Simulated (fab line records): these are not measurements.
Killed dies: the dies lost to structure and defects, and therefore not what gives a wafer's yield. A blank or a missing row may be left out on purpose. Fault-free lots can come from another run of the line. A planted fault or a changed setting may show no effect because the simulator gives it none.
Which tool did it? | flow n5 finfet | 9 lots, 27 wafers sampled, at 1 step of a route of 1938

WHAT THE GAUGES READ, wafer by wafer
N5_BEOL_M4_RC_MEAS_101. Usual: DIBL_N 36.5 mV/V, standard deviation 1.4; DIBL_P 36.5 mV/V, standard deviation 1.6; IOFF_N 0.163 nA/um, standard deviation 0.022; IOFF_P 0.219 nA/um, standard deviation 0.029; ION_N 675 uA/um, standard deviation 8.3; ION_P 464 uA/um, standard deviation 6.2; SS_N 71.5 mV/dec, standard deviation 0.52; SS_P 73.4 mV/dec, standard deviation 0.57; VT_N 249.7 mV, standard deviation 2.6; VT_P -250 mV, standard deviation 3.
lot  | measured     | on        | DIBL_N (mV/V)  | DIBL_P (mV/V)  | IOFF_N (nA/um)    | IOFF_P (nA/um)    | ION_N (uA/um) | ION_P (uA/um) | SS_N (mV/dec)  | SS_P (mV/dec)  | VT_N (mV)         | VT_P (mV)      | flag
L766 | day 7 20:59  | prober-02 | 35.8 38.3 36.7 | 35.3 37.5 37.0 | 0.140 0.177 0.152 | 0.185 0.224 0.201 | 661 671 670   | 459 462 465   | 71.2 72.1 71.2 | 72.5 73.1 72.9 | 250.8 248.6 249.0 | -250 -247 -249 |
L767 | day 8 03:10  | prober-01 | 38.3 36.7 36.8 | 37.0 34.9 34.5 | 0.170 0.139 0.136 | 0.252 0.215 0.199 | 673 661 669   | 472 462 468   | 71.9 71.2 70.9 | 73.3 73.9 73.2 | 252.2 254.3 253.8 | -249 -248 -249 |
L769 | day 9 04:06  | prober-02 | 35.5 36.6 34.2 | 37.1 38.6 34.9 | 0.148 0.168 0.125 | 0.205 0.224 0.172 | 671 675 659   | 465 460 456   | 71.2 71.8 70.9 | 73.5 73.5 72.6 | 253.1 249.6 253.6 | -252 -252 -254 |
L774 | day 9 22:42  | prober-01 | 33.8 36.2 35.3 | 32.7 35.5 34.8 | 0.120 0.155 0.140 | 0.196 0.244 0.230 | 666 671 676   | 468 464 472   | 71.6 71.3 71.5 | 72.4 73.1 72.8 | 251.9 249.2 250.8 | -247 -247 -248 |
L776 | day 10 21:46 | prober-02 | 37.1 37.1 36.8 | 37.8 37.8 37.4 | 0.162 0.166 0.162 | 0.220 0.226 0.211 | 679 674 685   | 462 471 466   | 72.3 71.2 71.0 | 73.8 73.8 73.7 | 251.9 248.4 249.9 | -250 -250 -251 |
L782 | day 11 22:12 | prober-02 | 35.7 33.7 35.3 | 36.0 32.7 35.5 | 0.149 0.110 0.152 | 0.210 0.162 0.212 | 663 665 682   | 454 457 468   | 70.7 70.4 71.2 | 72.8 72.7 73.4 | 249.4 255.0 249.5 | -250 -256 -247 |
L786 | day 13 02:41 | prober-02 | 38.5 38.7 38.1 | 38.0 37.9 37.6 | 0.175 0.184 0.174 | 0.240 0.244 0.248 | 681 666 685   | 464 460 471   | 71.3 71.4 71.4 | 74.3 74.3 74.0 | 250.5 248.6 247.6 | -247 -248 -247 |
L787 | day 13 10:22 | prober-01 | 35.9 34.6 36.0 | 37.2 35.2 37.6 | 0.158 0.136 0.166 | 0.203 0.166 0.203 | 675 668 682   | 467 458 463   | 71.4 70.9 71.8 | 73.2 73.3 73.5 | 251.6 251.9 249.8 | -253 -258 -252 |
L788 | day 13 22:22 | prober-02 | 35.7 33.3 35.0 | 37.9 34.6 36.6 | 0.170 0.127 0.151 | 0.230 0.184 0.217 | 681 675 675   | 472 467 465   | 72.5 71.0 71.1 | 73.4 72.6 73.3 | 250.1 252.1 250.0 | -248 -251 -249 |

WHICH TOOL RAN EACH LOT (tool, then ch and the chambers of the sampled wafers, then the start)
The record shows no process step preceding these readings.

AS READ BY THE TOOLS THEMSELVES (means over the sampled wafers that have a number; for cases with no such wafer, the mark the record gives instead)
The record holds no such reading with a usual standard deviation.

THE ANSWER, worked out from the rows above alone
Rule: a lot counts as off when the mean over its wafers that have a number is more than 3 standard deviations away from the usual mean. Also off: a lot with no number at a reading for which 4 or more lots have one. The other lots that the step has rows for count as sound. The gauges are gone through in route order, then the tools' own readings, and for those a lot's mean is taken as printed above. The first step at which some lot is off is used, and at that step the reading that is off furthest; a lot without a number counts as furthest.
No lot is off at any reading shown: from this, nothing can be told.

WHAT THE SIMULATOR HAD PUT IN
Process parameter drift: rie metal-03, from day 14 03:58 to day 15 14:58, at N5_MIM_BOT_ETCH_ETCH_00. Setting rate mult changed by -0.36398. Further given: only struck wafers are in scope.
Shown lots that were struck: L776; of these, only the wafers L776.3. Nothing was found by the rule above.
